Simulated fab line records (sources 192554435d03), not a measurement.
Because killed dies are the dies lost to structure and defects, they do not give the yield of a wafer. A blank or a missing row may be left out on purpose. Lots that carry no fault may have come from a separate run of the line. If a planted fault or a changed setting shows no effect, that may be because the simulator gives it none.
The tool behind it: which one? | flow n5-finfet | 12 lots, 36 wafers sampled, at 2 steps of a route of 1938

WHAT THE GAUGES SHOWED, per wafer
N5_BEOL_M5_CD_MEAS_28: target cd 30.6 nm, target cd y 20 nm.
lot  | measured     | on        | cd-nm (nm)
L075 | day 9 23:42  | cd-sem-03 | 30.82 30.68 30.70
L076 | day 10 17:28 | cd-sem-03 | 30.84 30.71 30.22
L079 | day 11 16:46 | cd-sem-03 | 30.98 30.57 31.01
L081 | day 13 08:46 | cd-sem-03 | 31.16 30.82 31.05
L084 | day 14 13:17 | cd-sem-01 | 30.99 30.90 30.18
L086 | day 15 05:46 | cd-sem-02 | 30.35 30.50 30.27
L090 | day 15 18:41 | cd-sem-01 | 30.56 30.71 30.54
L097 | day 16 11:53 | cd-sem-02 | 30.79 30.76 30.68
L091 | day 16 20:58 | cd-sem-03 | 30.63 30.65 30.62
L094 | day 17 13:58 | cd-sem-03 | 30.56 30.70 31.00
L093 | day 17 13:47 | cd-sem-01 | 30.89 30.93 30.91
L096 | day 18 00:11 | cd-sem-03 | 30.34 30.67 30.71

WHAT TOOL EACH LOT RAN ON (gives the tool, then ch and the chambers of the sampled wafers, and finally the start)
lot  | N5_BEOL_M5_STRIP_19
L075 | rie-diel-01 ch 1,3, day 9 21:58
L076 | rie-diel-06 ch 1,2, day 10 15:41
L079 | rie-diel-03 ch 0,2,3, day 11 13:31
L081 | rie-diel-01 ch 0,3, day 13 04:47
L084 | rie-diel-06 ch 0,1,2, day 14 12:54
L086 | rie-diel-03 ch 0,2,3, day 15 03:52
L090 | rie-diel-06 ch 0,2,3, day 15 18:01
L097 | rie-diel-01 ch 0,3, day 16 08:34
L091 | rie-diel-06 ch 0,1,3, day 16 20:10
L094 | rie-diel-01 ch 1,2, day 17 11:46
L093 | rie-diel-01 ch 2,3, day 17 12:11
L096 | rie-diel-01 ch 1,3, day 17 22:14
- N5_BEOL_M5_STRIP_19: strips in O2.

THE ANSWER, worked out from the rows above alone
Rule: what is usual is taken from the lots themselves. The widest of any qualifying gaps counts: lots, ordered by their means at a reading, are off when they make up no more than a third of the lots, leave a main group of 4 or more, and stand apart from it by 3 or more times the standard deviation of that group's means. Not used: any main group whose means are identical at the precision the tables above print for the reading. Also off: a lot with no number at a reading for which 4 or more lots have one. All remaining lots with rows at the step are treated as sound.
No lot is off at any reading shown: from this, nothing can be told.

WHAT THE SIMULATOR PUT IN
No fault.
